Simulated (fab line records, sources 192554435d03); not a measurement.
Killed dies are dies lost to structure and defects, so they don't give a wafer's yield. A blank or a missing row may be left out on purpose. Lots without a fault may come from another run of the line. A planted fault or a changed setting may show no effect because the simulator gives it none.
A sampling plan put to the test | flow n5_finfet | one fab line, 77 faults that these records tell of, each judged on the records of the lots that it struck; 2 more are left out, because the records don't allow judging them
The plan is the line's own looks: the steps of the route at which a gauge or an inspection reads the wafer and doesn't change it. A look can be judged if struck wafers have a number there and the file gives its usual mean and standard deviation on fault-free wafers. Caught: at a look after the fault's first step, the mean of the struck wafers lies 4 or more of those standard deviations (sigma) from the usual mean. On the tool: the same test on the tool's own readings at the fault's steps. Another recipe on the struck wafers, or a record that is blank for them alone, also counts as caught.

THE FAULTS, as the simulator had put them in
1. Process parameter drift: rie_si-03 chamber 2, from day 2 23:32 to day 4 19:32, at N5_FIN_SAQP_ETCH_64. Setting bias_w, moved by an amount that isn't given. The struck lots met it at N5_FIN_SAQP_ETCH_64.
2. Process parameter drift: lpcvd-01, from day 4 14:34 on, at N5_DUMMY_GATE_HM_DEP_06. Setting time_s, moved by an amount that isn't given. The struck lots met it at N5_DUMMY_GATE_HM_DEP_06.
3. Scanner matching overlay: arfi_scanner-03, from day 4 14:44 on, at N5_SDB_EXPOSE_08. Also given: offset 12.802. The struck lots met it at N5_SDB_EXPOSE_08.
4. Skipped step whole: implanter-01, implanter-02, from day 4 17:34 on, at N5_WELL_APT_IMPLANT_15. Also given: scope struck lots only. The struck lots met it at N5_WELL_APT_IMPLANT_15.
5. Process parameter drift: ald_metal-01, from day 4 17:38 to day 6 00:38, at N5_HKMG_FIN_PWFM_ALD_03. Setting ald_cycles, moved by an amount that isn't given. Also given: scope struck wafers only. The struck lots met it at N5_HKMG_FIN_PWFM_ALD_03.
6. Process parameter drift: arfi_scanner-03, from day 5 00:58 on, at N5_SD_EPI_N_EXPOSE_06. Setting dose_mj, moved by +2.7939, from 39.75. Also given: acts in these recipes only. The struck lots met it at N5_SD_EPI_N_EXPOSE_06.
7. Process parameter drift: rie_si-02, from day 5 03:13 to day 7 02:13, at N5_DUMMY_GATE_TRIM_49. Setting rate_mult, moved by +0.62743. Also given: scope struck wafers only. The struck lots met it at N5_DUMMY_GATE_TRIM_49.
8. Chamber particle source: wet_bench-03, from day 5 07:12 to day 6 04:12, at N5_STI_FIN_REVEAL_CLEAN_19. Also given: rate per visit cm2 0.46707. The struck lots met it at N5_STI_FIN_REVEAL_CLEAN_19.
9. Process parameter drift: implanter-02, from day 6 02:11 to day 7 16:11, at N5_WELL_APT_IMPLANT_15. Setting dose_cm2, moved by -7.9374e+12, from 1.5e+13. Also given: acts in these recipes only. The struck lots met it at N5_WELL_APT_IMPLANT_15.
10. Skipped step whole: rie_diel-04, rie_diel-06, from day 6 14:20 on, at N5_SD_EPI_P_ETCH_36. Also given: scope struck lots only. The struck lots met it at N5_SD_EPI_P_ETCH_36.
11. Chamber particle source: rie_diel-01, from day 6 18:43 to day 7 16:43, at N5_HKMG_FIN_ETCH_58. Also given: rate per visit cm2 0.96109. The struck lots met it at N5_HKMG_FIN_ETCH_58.
12. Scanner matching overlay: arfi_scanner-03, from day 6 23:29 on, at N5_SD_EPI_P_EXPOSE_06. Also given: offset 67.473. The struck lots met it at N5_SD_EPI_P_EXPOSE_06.
13. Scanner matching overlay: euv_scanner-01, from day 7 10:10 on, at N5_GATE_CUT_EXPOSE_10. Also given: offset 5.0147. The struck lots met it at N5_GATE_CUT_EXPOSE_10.
14. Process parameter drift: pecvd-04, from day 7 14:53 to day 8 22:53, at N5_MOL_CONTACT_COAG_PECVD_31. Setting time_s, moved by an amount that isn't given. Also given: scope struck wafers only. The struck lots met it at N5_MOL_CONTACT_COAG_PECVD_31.
15. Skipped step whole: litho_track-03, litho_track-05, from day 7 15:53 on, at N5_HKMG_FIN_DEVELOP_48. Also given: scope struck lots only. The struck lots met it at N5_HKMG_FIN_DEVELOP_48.
16. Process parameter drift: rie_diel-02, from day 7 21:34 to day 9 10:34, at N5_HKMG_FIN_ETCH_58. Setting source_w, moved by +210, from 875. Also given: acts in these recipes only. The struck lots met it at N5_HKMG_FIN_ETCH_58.
17. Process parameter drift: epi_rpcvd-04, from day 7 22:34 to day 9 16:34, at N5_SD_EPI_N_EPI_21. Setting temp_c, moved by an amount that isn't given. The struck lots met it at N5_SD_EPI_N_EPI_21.
18. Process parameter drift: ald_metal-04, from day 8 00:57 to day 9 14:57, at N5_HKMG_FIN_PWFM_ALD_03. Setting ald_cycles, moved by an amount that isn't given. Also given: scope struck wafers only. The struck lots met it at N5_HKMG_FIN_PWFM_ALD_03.
19. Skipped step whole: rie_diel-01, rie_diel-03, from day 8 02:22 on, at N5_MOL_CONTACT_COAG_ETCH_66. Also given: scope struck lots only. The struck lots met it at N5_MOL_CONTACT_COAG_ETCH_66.
20. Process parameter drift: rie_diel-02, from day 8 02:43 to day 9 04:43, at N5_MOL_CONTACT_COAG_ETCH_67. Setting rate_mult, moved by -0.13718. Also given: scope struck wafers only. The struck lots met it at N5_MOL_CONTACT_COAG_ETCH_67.
21. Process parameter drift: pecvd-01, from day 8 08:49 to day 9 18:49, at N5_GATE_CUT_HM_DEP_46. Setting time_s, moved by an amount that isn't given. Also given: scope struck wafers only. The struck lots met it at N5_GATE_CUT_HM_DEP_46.
22. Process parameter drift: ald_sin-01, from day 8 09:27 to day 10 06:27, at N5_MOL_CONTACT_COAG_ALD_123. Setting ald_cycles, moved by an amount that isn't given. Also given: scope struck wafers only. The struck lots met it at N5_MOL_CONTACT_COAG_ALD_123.
23. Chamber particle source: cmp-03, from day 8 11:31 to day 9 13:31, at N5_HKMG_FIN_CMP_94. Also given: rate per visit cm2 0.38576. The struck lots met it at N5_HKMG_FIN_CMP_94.
24. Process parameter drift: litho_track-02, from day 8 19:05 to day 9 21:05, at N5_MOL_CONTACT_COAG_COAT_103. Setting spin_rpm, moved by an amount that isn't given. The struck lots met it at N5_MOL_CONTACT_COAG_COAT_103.
25. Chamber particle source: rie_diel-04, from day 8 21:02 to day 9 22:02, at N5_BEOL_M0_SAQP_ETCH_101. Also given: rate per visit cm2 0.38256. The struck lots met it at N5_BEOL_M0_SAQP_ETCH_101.
26. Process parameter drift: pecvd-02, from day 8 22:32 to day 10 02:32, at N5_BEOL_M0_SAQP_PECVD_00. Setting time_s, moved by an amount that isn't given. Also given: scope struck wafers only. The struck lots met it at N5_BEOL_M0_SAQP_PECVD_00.
27. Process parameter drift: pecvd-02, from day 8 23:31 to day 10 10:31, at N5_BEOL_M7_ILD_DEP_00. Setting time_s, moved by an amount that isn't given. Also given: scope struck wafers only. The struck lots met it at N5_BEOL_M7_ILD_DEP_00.
28. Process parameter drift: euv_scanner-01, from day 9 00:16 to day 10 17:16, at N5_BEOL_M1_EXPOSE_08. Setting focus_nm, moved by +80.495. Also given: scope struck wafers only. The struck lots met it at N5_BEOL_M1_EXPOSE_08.
29. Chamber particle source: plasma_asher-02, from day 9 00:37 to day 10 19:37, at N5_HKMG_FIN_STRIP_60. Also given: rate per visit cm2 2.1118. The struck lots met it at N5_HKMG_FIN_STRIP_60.
30. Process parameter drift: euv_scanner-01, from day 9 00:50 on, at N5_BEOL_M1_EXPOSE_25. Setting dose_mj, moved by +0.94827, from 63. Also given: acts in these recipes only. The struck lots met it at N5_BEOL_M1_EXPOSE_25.
31. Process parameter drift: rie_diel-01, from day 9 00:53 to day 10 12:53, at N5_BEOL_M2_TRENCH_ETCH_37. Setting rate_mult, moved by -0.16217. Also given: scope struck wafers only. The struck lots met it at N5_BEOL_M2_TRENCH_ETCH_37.
32. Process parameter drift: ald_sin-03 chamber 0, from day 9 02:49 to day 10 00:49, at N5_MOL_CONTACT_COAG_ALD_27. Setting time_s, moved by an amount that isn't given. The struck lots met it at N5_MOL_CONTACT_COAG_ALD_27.
33. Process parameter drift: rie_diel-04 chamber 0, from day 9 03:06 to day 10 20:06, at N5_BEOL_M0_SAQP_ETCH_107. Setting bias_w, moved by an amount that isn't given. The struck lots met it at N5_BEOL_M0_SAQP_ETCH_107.
34. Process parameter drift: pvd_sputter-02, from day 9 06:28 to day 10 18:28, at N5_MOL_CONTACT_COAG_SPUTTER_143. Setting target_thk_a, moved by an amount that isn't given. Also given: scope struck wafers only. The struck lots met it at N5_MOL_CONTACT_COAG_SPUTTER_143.
35. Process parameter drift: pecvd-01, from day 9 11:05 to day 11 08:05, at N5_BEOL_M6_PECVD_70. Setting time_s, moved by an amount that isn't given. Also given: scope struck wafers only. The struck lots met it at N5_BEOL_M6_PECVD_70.
36. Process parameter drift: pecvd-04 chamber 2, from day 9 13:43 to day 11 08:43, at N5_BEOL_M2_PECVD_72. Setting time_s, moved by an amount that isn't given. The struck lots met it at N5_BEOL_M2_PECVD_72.
37. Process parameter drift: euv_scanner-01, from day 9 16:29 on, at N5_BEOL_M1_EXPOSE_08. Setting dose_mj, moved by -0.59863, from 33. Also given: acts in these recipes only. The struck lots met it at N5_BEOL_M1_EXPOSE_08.
38. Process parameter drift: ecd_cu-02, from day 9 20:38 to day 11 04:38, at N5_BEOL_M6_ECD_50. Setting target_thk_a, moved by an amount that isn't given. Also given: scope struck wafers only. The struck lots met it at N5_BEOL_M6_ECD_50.
39. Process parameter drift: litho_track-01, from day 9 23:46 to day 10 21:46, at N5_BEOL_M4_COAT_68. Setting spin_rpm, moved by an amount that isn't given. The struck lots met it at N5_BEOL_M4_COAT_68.
40. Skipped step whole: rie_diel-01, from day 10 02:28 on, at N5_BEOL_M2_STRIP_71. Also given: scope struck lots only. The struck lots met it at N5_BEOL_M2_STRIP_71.
41. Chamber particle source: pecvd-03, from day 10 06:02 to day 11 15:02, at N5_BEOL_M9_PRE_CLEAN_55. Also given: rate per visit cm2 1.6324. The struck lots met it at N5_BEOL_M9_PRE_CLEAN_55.
42. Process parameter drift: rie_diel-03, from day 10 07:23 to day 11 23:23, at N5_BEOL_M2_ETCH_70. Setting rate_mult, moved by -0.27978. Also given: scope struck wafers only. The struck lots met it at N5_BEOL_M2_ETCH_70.
43. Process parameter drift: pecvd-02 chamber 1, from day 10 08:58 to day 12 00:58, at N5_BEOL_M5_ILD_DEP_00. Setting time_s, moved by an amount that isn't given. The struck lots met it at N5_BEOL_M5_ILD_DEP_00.
44. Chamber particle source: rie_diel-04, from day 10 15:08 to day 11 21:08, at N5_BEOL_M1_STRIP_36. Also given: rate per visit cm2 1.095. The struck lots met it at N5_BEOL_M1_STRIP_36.
45. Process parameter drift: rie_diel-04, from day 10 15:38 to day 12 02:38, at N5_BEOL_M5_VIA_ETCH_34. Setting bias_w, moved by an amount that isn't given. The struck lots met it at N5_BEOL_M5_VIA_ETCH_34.
46. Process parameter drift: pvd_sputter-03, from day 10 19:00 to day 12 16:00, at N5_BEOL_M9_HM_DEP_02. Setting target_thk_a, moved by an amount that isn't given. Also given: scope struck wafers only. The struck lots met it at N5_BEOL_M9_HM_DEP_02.
47. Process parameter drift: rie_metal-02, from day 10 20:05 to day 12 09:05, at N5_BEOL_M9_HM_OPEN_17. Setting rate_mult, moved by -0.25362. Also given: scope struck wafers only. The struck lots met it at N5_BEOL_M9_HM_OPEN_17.
48. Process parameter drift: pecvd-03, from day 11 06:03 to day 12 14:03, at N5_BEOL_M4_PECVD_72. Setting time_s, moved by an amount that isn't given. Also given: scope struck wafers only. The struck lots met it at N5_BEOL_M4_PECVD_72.
49. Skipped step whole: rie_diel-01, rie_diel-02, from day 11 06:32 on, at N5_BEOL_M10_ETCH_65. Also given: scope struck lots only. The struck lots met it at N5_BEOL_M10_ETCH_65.
50. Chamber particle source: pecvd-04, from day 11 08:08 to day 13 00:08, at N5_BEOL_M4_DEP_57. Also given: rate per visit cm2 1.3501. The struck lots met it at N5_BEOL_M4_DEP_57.
51. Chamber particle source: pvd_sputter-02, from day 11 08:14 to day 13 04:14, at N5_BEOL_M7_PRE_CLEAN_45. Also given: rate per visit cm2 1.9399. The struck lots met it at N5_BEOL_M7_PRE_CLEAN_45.
52. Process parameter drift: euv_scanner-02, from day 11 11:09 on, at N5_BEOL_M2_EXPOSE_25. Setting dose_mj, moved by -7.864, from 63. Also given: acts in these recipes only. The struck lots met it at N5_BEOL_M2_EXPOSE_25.
53. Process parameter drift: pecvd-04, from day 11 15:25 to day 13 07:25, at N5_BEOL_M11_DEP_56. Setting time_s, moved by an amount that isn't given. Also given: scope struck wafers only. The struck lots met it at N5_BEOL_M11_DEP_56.
54. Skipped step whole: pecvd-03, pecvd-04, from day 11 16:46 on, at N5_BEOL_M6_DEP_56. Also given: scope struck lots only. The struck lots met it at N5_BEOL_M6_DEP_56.
55. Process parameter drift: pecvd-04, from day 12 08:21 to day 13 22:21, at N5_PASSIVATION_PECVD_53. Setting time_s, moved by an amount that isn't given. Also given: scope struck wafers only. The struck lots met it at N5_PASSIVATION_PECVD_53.
56. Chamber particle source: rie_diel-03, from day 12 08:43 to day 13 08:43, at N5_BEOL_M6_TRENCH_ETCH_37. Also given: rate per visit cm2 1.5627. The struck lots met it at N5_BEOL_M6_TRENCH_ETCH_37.
57. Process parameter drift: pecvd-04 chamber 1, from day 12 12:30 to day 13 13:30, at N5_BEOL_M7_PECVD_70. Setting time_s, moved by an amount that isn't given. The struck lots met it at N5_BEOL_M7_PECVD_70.
58. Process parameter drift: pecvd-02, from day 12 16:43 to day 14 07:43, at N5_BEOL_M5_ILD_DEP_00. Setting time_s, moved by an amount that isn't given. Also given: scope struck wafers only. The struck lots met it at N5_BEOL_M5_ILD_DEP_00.
59. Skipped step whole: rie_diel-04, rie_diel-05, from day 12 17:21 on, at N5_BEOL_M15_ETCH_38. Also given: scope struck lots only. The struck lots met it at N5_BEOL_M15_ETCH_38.
60. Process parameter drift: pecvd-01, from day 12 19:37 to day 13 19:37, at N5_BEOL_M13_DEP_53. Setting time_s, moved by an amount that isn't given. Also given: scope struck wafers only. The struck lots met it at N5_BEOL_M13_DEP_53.
61. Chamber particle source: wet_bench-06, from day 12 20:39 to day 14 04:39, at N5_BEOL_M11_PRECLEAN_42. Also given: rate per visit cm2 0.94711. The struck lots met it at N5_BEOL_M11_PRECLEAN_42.
62. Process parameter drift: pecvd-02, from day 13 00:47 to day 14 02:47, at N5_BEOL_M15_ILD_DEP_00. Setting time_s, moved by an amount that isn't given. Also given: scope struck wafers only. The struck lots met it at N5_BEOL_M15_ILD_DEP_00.
63. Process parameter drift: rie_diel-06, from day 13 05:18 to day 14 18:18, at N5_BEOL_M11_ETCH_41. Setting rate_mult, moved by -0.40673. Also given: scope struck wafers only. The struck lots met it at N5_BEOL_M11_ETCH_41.
64. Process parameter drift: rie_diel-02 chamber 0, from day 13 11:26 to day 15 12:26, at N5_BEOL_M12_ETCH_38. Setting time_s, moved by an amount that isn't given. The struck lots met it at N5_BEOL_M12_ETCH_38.
65. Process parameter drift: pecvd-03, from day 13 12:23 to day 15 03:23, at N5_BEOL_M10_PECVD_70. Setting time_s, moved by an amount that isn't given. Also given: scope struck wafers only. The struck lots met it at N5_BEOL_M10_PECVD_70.
66. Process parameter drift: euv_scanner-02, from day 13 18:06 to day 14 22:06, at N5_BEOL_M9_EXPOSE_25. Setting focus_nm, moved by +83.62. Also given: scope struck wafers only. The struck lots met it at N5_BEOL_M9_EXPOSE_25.
67. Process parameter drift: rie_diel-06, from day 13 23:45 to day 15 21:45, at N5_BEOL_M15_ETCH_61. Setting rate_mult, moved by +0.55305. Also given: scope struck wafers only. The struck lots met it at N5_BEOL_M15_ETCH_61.
68. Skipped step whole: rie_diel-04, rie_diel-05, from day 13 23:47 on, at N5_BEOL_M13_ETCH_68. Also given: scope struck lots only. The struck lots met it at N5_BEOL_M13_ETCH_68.
69. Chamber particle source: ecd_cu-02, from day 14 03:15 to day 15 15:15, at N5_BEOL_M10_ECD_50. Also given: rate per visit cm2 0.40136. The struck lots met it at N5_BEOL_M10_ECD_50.
70. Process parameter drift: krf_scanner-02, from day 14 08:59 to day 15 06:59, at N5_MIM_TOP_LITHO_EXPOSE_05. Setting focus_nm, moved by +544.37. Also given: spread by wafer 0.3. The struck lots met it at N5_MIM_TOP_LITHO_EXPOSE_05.
71. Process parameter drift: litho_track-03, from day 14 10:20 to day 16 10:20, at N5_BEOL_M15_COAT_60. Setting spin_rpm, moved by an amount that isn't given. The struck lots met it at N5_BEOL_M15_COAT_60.
72. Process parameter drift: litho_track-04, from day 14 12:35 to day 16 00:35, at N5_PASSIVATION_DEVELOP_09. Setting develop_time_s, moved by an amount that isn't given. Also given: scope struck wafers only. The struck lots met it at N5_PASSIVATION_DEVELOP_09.
73. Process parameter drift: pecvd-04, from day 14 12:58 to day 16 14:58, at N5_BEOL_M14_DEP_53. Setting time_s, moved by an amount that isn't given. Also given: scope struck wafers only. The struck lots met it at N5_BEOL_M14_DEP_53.
74. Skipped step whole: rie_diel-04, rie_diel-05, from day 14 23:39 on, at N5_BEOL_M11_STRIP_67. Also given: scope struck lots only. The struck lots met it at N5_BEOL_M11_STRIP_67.
75. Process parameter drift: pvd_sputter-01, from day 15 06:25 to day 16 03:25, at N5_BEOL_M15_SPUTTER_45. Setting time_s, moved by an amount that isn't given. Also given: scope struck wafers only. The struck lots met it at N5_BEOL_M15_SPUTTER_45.
76. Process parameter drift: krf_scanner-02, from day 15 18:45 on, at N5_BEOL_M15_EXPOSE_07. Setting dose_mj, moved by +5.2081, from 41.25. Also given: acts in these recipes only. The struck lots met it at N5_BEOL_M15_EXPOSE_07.
77. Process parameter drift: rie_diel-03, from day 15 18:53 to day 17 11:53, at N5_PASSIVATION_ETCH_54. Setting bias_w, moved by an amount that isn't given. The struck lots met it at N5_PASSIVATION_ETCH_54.

WHAT THE PLAN SAW
fault | on the tool itself                               | first look that catches it                      | reading, sigma                 | median hours from its first step to that look | hours from the fault's start to the first struck lot there | judged looks passed uncaught
1     | bias_w -89 sigma                                 | not the one look that can be judged after it    | -                              | -                                             | -                                                          | 1
2     | under 2 sigma                                    | not the one look that can be judged after it    | -                              | -                                             | -                                                          | 1
3     | no reading that can be judged                    | N5_SDB_OVL_MEAS_12                              | SDB_OVL +16                    | 0.1                                           | 3                                                          | 0
4     | the tool's record is blank for the struck wafers | N5_BEOL_M4_RC_MEAS_101                          | CJ_P -34                       | 148.2                                         | 153                                                        | 3
5     | under 2 sigma                                    | N5_BEOL_M4_RC_MEAS_101                          | IOFF_P_LIN +14                 | 80.8                                          | 85                                                         | 1
6     | exposure_dose_mJ_cm2 +63 sigma                   | N5_SD_EPI_N_CD_MEAS_09                          | cd_nm +6.1                     | 0.1                                           | 7                                                          | 0
7     | oes_product_au +20 sigma                         | N5_DUMMY_GATE_CD_MEAS_50                        | cd_nm -21                      | 0.1                                           | 17                                                         | 0
8     | under 2 sigma                                    | N5_STI_FIN_REVEAL_INSPECT_13                    | raw_defect_count +55           | 0.2                                           | 3                                                          | 2
9     | dose_ions_cm2 -99 or beyond sigma                | N5_BEOL_M4_RC_MEAS_101                          | CJ_P -13                       | 154.5                                         | 155                                                        | 1
10    | the tool's record is blank for the struck wafers | no look after it can be judged                  | -                              | -                                             | -                                                          | 0
11    | under 2 sigma                                    | not the one look that can be judged after it    | -                              | -                                             | -                                                          | 1
12    | under 2 sigma                                    | N5_SD_EPI_P_OVL_MEAS_10                         | SD_P_BLK_OVL +99 or beyond     | 0.1                                           | 6                                                          | 0
13    | no reading that can be judged                    | N5_GATE_CUT_OVL_MEAS_14                         | GATE_CUT_OVL +7.3              | 0.2                                           | 3                                                          | 0
14    | no reading that can be judged                    | N5_MOL_CONTACT_COAG_THK_MEAS_53                 | VIA_MOL_THK -48                | 4.4                                           | 11                                                         | 1
15    | no reading that can be judged                    | no look after it can be judged                  | -                              | -                                             | -                                                          | 0
16    | rf_fwd_power_W +80 sigma                         | not the one look that can be judged after it    | -                              | -                                             | -                                                          | 1
17    | susceptor_temp_C -17 sigma                       | N5_SD_EPI_N_EPI_MEAS_23                         | thk_nm -4.3                    | 1.4                                           | 13                                                         | 0
18    | under 2 sigma                                    | N5_BEOL_M4_RC_MEAS_101                          | VT_P_LVT -11                   | 83.5                                          | 89                                                         | 1
19    | the tool's record is blank for the struck wafers | no look after it can be judged                  | -                              | -                                             | -                                                          | 0
20    | under 2 sigma                                    | not the one look that can be judged after it    | -                              | -                                             | -                                                          | 1
21    | under 2 sigma                                    | N5_GATE_CUT_THK_MEAS_24                         | GC_FILL_THK -44                | 3.1                                           | 5                                                          | 0
22    | under 2 sigma                                    | not the one look that can be judged after it    | -                              | -                                             | -                                                          | 1
23    | under 2 sigma                                    | N5_HKMG_FIN_INSPECT_28                          | raw_defect_count +17           | 0.2                                           | 15                                                         | 0
24    | spin_speed_rpm +99 or beyond sigma               | not the one look that can be judged after it    | -                              | -                                             | -                                                          | 1
25    | under 2 sigma                                    | N5_BEOL_M0_CUTY_INSPECT_59                      | raw_defect_count +99 or beyond | 3.6                                           | 9                                                          | 0
26    | under 2 sigma                                    | not the one look that can be judged after it    | -                              | -                                             | -                                                          | 1
27    | under 2 sigma                                    | N5_BEOL_M7_THK_MEAS_01                          | M7_ILD_THK +7.2                | 0.6                                           | 2                                                          | 0
28    | no reading that can be judged                    | none of the 2 looks that can be judged after it | -                              | -                                             | -                                                          | 2
29    | under 2 sigma                                    | not the one look that can be judged after it    | -                              | -                                             | -                                                          | 1
30    | exposure_dose_mJ_cm2 +13 sigma                   | not the one look that can be judged after it    | -                              | -                                             | -                                                          | 1
31    | under 2 sigma                                    | N5_BEOL_M2_OCD_MEAS_38                          | trench_depth_nm -12            | 0.2                                           | 11                                                         | 0
32    | run_length_s -99 or beyond sigma                 | not the one look that can be judged after it    | -                              | -                                             | -                                                          | 1
33    | bias_w +65 sigma                                 | not the one look that can be judged after it    | -                              | -                                             | -                                                          | 1
34    | under 2 sigma                                    | not the one look that can be judged after it    | -                              | -                                             | -                                                          | 1
35    | under 2 sigma                                    | not the one look that can be judged after it    | -                              | -                                             | -                                                          | 1
36    | under 2 sigma                                    | not the one look that can be judged after it    | -                              | -                                             | -                                                          | 1
37    | exposure_dose_mJ_cm2 -12 sigma                   | not the one look that can be judged after it    | -                              | -                                             | -                                                          | 1
38    | no reading that can be judged                    | no look after it can be judged                  | -                              | -                                             | -                                                          | 0
39    | spin_speed_rpm +99 or beyond sigma               | none of the 2 looks that can be judged after it | -                              | -                                             | -                                                          | 2
40    | no reading that can be judged                    | none of the 2 looks that can be judged after it | -                              | -                                             | -                                                          | 2
41    | no reading that can be judged                    | N5_BEOL_M9_INSPECT_58                           | raw_defect_count +45           | 0.1                                           | 5                                                          | 1
42    | under 2 sigma                                    | not the one look that can be judged after it    | -                              | -                                             | -                                                          | 1
43    | under 2 sigma                                    | N5_BEOL_M5_THK_MEAS_01                          | M5_ILD_THK -11                 | 0.6                                           | 3                                                          | 0
44    | under 2 sigma                                    | no look after it can be judged                  | -                              | -                                             | -                                                          | 0
45    | bias_w -39 sigma                                 | no look after it can be judged                  | -                              | -                                             | -                                                          | 0
46    | under 2 sigma                                    | none of the 5 looks that can be judged after it | -                              | -                                             | -                                                          | 5
47    | under 2 sigma                                    | no look after it can be judged                  | -                              | -                                             | -                                                          | 0
48    | under 2 sigma                                    | none of the 3 looks that can be judged after it | -                              | -                                             | -                                                          | 3
49    | the tool's record is blank for the struck wafers | not the one look that can be judged after it    | -                              | -                                             | -                                                          | 1
50    | under 2 sigma                                    | N5_BEOL_M4_INSPECT_59                           | raw_defect_count +40           | 0.1                                           | 4                                                          | 0
51    | under 2 sigma                                    | not the one look that can be judged after it    | -                              | -                                             | -                                                          | 1
52    | exposure_dose_mJ_cm2 -55 sigma                   | N5_BEOL_M2_CD_MEAS_28                           | cd_nm -9.6                     | 0.1                                           | 2                                                          | 0
53    | under 2 sigma                                    | not the one look that can be judged after it    | -                              | -                                             | -                                                          | 1
54    | the tool's record is blank for the struck wafers | no look after it can be judged                  | -                              | -                                             | -                                                          | 0
55    | run_length_s -55 sigma                           | no look after it can be judged                  | -                              | -                                             | -                                                          | 0
56    | under 2 sigma                                    | not the one look that can be judged after it    | -                              | -                                             | -                                                          | 1
57    | under 2 sigma                                    | not the one look that can be judged after it    | -                              | -                                             | -                                                          | 1
58    | under 2 sigma                                    | N5_BEOL_M5_THK_MEAS_01                          | M5_ILD_THK +65                 | 0.6                                           | 4                                                          | 0
59    | the tool's record is blank for the struck wafers | no look after it can be judged                  | -                              | -                                             | -                                                          | 0
60    | under 2 sigma                                    | not the one look that can be judged after it    | -                              | -                                             | -                                                          | 1
61    | under 2 sigma                                    | no look after it can be judged                  | -                              | -                                             | -                                                          | 0
62    | run_length_s -99 or beyond sigma                 | N5_BEOL_M15_THK_MEAS_01                         | M15_ILD_THK -19                | 0.2                                           | 12                                                         | 0
63    | only faintly: oes_product_au -2.5 sigma          | no look after it can be judged                  | -                              | -                                             | -                                                          | 0
64    | under 2 sigma                                    | not the one look that can be judged after it    | -                              | -                                             | -                                                          | 1
65    | under 2 sigma                                    | no look after it can be judged                  | -                              | -                                             | -                                                          | 0
66    | under 2 sigma                                    | N5_BEOL_M9_CD_MEAS_28                           | cd_nm +16                      | 0.1                                           | 20                                                         | 0
67    | under 2 sigma                                    | no look after it can be judged                  | -                              | -                                             | -                                                          | 0
68    | the tool's record is blank for the struck wafers | no look after it can be judged                  | -                              | -                                             | -                                                          | 0
69    | no reading that can be judged                    | no look after it can be judged                  | -                              | -                                             | -                                                          | 0
70    | exposure_dose_mJ_cm2 -34 sigma                   | N5_MIM_TOP_LITHO_CD_MEAS_08                     | cd_nm -24                      | 0.2                                           | 7                                                          | 0
71    | spin_speed_rpm -99 or beyond sigma               | none of the 3 looks that can be judged after it | -                              | -                                             | -                                                          | 3
72    | under 2 sigma                                    | N5_PASSIVATION_CD_MEAS_10                       | cd_nm -4.3                     | 0.1                                           | 2                                                          | 0
73    | under 2 sigma                                    | not the one look that can be judged after it    | -                              | -                                             | -                                                          | 1
74    | the tool's record is blank for the struck wafers | no look after it can be judged                  | -                              | -                                             | -                                                          | 0
75    | under 2 sigma                                    | no look after it can be judged                  | -                              | -                                             | -                                                          | 0
76    | exposure_dose_mJ_cm2 +95 sigma                   | N5_BEOL_M15_CD_MEAS_10                          | cd_nm +12                      | 0.2                                           | 15                                                         | 0
77    | bias_w +57 sigma                                 | no look after it can be judged                  | -                              | -                                             | -                                                          | 0
A dash: the fault isn't caught, or these records don't give the number.

Caught at a look: 27 of 77. Caught on the tool: 28 of 77. By one or the other: 46 of 77.
Caught on the tool alone: faults 1, 10, 16, 19, 24, 30, 32, 33, 37, 39, 45, 49, 54, 55, 59, 68, 71, 74, 77.
Caught at a look alone: faults 3, 5, 8, 12, 13, 14, 18, 21, 23, 25, 27, 31, 41, 43, 50, 58, 66, 72.
Caught by neither: faults 2, 11, 15, 20, 22, 26, 28, 29, 34, 35, 36, 38, 40, 42, 44, 46, 47, 48, 51, 53, 56, 57, 60, 61, 63, 64, 65, 67, 69, 73, 75.

THINNER SAMPLING
If the look that catches a fault measured only every second or every third lot, by lot number, the first struck lot would be measured this late in the worst case:
fault | struck lots at that look, in order of time | every lot | every second lot | every third lot
3     | L247, L248                                 | 3 h       | 10 h             | may miss all 2
4     | L478, L479, L480                           | 153 h     | 154 h            | 163 h
5     | L694, L698                                 | 85 h      | may miss all 2   | may miss all 2
6     | L771, L772                                 | 7 h       | 16 h             | may miss all 2
7     | L544, L546, L548                           | 17 h      | may miss all 3   | 38 h
8     | L575, L577                                 | 3 h       | may miss all 2   | may miss all 2
9     | L219, L221                                 | 155 h     | may miss all 2   | may miss all 2
12    | L594, L596                                 | 6 h       | may miss all 2   | may miss all 2
13    | L482, L483, L484, L485                     | 3 h       | 7 h              | 14 h
14    | L538, L542                                 | 11 h      | may miss all 2   | may miss all 2
17    | L717, L718                                 | 13 h      | 20 h             | may miss all 2
18    | L285, L287                                 | 89 h      | may miss all 2   | may miss all 2
21    | L762, L765, L767                           | 5 h       | 24 h             | may miss all 3
23    | L270, L271                                 | 15 h      | 25 h             | may miss all 2
25    | L872                                       | 9 h       | may miss it      | may miss it
27    | L544, L543, L547                           | 2 h       | 2 h              | may miss all 3
31    | L231, L236                                 | 11 h      | 32 h             | may miss all 2
41    | L225, L228, L229                           | 5 h       | 17 h             | may miss all 3
43    | L214                                       | 3 h       | may miss it      | may miss it
50    | L694, L695                                 | 4 h       | 7 h              | may miss all 2
52    | L220, L221                                 | 2 h       | 26 h             | may miss all 2
58    | L405, L407, L409                           | 4 h       | may miss all 3   | 35 h
62    | L739, L741, L740                           | 12 h      | 22 h             | 22 h
66    | L564                                       | 20 h      | may miss it      | may miss it
70    | L616                                       | 7 h       | may miss it      | may miss it
72    | L437, L441                                 | 2 h       | may miss all 2   | may miss all 2
76    | L388, L390                                 | 15 h      | may miss all 2   | may miss all 2
Hours are from the fault's start to the first struck lot that is measured. The limit of 4 sigma was tested on all struck wafers together, so one lot alone may lie under it. Other struck lots may not be in these records.

THE LONGEST TIMED WAY FROM STEP TO LOOK
Fault 9: a median of 154.5 hours passes between N5_WELL_APT_IMPLANT_15 and N5_BEOL_M4_RC_MEAS_101. The look between them that can be judged stayed within 4 sigma: N5_WELL_APT_OVL_MEAS_26.
